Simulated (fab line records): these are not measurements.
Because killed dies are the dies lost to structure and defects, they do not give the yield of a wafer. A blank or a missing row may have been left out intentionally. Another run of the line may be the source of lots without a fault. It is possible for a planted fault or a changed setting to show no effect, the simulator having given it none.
Split-lot study -- flow n5_finfet -- 39 wafers read from 7 lots, route of 1938 steps

## ON THE SPLIT
At N5_DUMMY_GATE_ETCH_42 (etches SiO2 in CHF3/O2, target depth 3.5 nm, time 31 s), the setting bias_w was moved away from the recipe's 12 W on 15 of the 39 wafers read, by -18.9% to +10.8%. The other wafers ran this setting at the recipe's value.

The reading comes from the split's own step.

## THE READING
rf_vpp_V, in V, at N5_DUMMY_GATE_ETCH_42 (etches SiO2 in CHF3/O2, target depth 3.5 nm, time 31 s). Fault-free wafers of this fab line usually give 42.3 V, standard deviation 0.87 V.

wafer,"tool, chamber at the split","bias_w as run, W",against the recipe,"rf_vpp_V, V",against lot-mates on the recipe
L077.1,"rie_diel-06, 1",12,recipe,42.7,-
L077.2,"rie_diel-06, 3",12,recipe,42.5,-
L077.3,"rie_diel-06, 2",12,recipe,42.0,-
L077.4,"rie_diel-06, 0",12,recipe,43.0,-
L077.5,"rie_diel-06, 2",12,recipe,42.6,-
L077.6,"rie_diel-06, 3",12,recipe,41.8,-
L079.1,"rie_diel-03, 1",13.3,+10.8%,47.2,+4.3
L079.2,"rie_diel-03, 3",13.3,+10.8%,44.3,+1.4
L079.3,"rie_diel-03, 2",12,recipe,42.3,-
L079.4,"rie_diel-03, 0",12,recipe,42.0,-
L079.5,"rie_diel-03, 2",13.3,+10.8%,44.1,+1.2
L079.6,"rie_diel-03, 1",12,recipe,44.5,-
L081.1,"rie_diel-06, 3",12,recipe,41.4,-
L081.2,"rie_diel-06, 0",12,recipe,41.2,-
L081.3,"rie_diel-06, 1",10.81,-9.9%,38.6,-2.9
L081.4,"rie_diel-06, 2",12,recipe,42.0,-
L081.5,"rie_diel-06, 0",10.81,-9.9%,38.2,-3.3
L081.6,"rie_diel-06, 3",10.81,-9.9%,38.9,-2.6
L083.1,"rie_diel-03, 3",12,recipe,41.2,-
L083.3,"rie_diel-03, 2",12,recipe,41.9,-
L083.5,"rie_diel-03, 3",12,recipe,41.0,-
L085.1,"rie_diel-02, 2",9.727,-18.9%,35.4,-5.9
L085.2,"rie_diel-02, 1",9.727,-18.9%,37.4,-3.9
L085.3,"rie_diel-02, 3",12,recipe,40.2,-
L085.4,"rie_diel-02, 1",12,recipe,42.1,-
L085.5,"rie_diel-02, 2",9.727,-18.9%,36.5,-4.8
L085.6,"rie_diel-02, 3",12,recipe,41.6,-
L090.1,"rie_diel-06, 3",11.17,-6.9%,40.4,-2.4
L090.2,"rie_diel-06, 0",12,recipe,42.1,-
L090.3,"rie_diel-06, 1",12,recipe,43.7,-
L090.4,"rie_diel-06, 2",12,recipe,42.7,-
L090.5,"rie_diel-06, 2",11.17,-6.9%,39.7,-3.1
L090.6,"rie_diel-06, 3",11.17,-6.9%,39.1,-3.7
L093.1,"rie_diel-03, 3",11.12,-7.3%,40.8,-2.3
L093.2,"rie_diel-03, 1",12,recipe,43.6,-
L093.3,"rie_diel-03, 2",12,recipe,42.3,-
L093.4,"rie_diel-03, 0",11.12,-7.3%,40.6,-2.5
L093.5,"rie_diel-03, 3",12,recipe,43.4,-
L093.6,"rie_diel-03, 0",11.12,-7.3%,39.6,-3.5

THE FIT
A straight line over all 39 wafers: rf_vpp_V changes by +0.307 V for each +1% of bias_w; r = +0.91; the points scatter about the line by 0.95 V.
The same after taking each lot's own level away (the mean of its wafers on the recipe; 39 wafers): +0.268 V for each +1%; r = +0.91; scatter 0.84 V.
On that fit, the largest move of bias_w shifts the reading by 5.1 V.
Measured against the standard deviation above, the lots' own levels, which go from 41.30 to 43.10 V, span 2.1 times it.
In other words, the slope is changed by the lot-to-lot level; the two fits disagree.
Check: with one of the wafers moved furthest among these (-18.9%) left out of the fit, the line predicts -5.15 V for it against its lot-mates. Against them it came out at -5.9 V.
Tool readings at the split's step, against how far the setting was moved: rf_vpp_V r = +0.91.

## OTHER SPLITS ON THESE WAFERS
Note: prior to the reading, these wafers also went through further splits. Each is held against what the fit with the lots' levels taken away leaves over:
other split on the same wafers,wafers away from the commonest value,r with rf_vpp_V (lot level and that fit taken away)
N5_WELL_APT_IMPLANT_15 energy_kev,15,+0.05
N5_DUMMY_GATE_ETCH_31 target_depth_a,12,-0.23

## THE FILE'S OWN FIT
rf_vpp_V changes by +0.277 V for each +1% of bias_w, r = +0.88.
